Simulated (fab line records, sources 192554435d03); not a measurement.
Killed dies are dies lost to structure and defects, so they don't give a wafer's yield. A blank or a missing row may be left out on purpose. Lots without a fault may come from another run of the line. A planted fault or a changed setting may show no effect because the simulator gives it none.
Chamber matching | flow n5_finfet | N5_SDB_CMP_30 on cmp-03: 4 sister chambers
The step polishes, stops on poly-Si, t overpolish 1.54 s, target thk 30 nm. 7 wafers are shown with their chamber, then 8 later ones without.

WAFERS WITH THEIR CHAMBER
wafer  | chamber | motor_current_A (A)
L307.2 | 2       | 12.6
L311.1 | 1       | 11.0
L311.6 | 1       | 11.3
L313.4 | 3       | 11.7
L313.5 | 0       | 11.0
L315.2 | 0       | 11.1
L315.4 | 3       | 11.9

WAFERS WITHOUT THEIR CHAMBER
wafer  | motor_current_A (A)
L324.3 | 11.7
L324.4 | 13.3
L325.2 | 11.6
L325.4 | 13.7
L325.6 | 10.1
L330.2 | 10.6
L330.3 | 11.7
L330.6 | 11.8

WHICH CHAMBER EACH WENT THROUGH
wafer  | from the rows above     | in truth
L324.3 | 3                       | 3
L324.4 | 2                       | 2
L325.2 | can't be placed: 3 or 1 | 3
L325.4 | 2                       | 2
L325.6 | can't be placed: 0 or 1 | 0
L330.2 | can't be placed: 0 or 1 | 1
L330.3 | 3                       | 3
L330.6 | 3                       | 3
Placed correctly: 5 of 8. Can't be placed from these rows: 3 (the true chamber is among the candidates in 3). Placed wrongly: 0.
How it was worked out, from the rows above alone: a wafer's distance from a chamber is the root of the sum, over the readings, of the square of ((its reading less the chamber's mean) divided by the reading's scatter). The wafer belongs to the nearest chamber; if the next one is less than 2 further off, it can't be placed. A chamber's mean is the mean of its shown wafers. The scatter: the root of (the sum of the squares of (reading less its chamber's mean) over the shown wafers, divided by (wafers less chambers)).
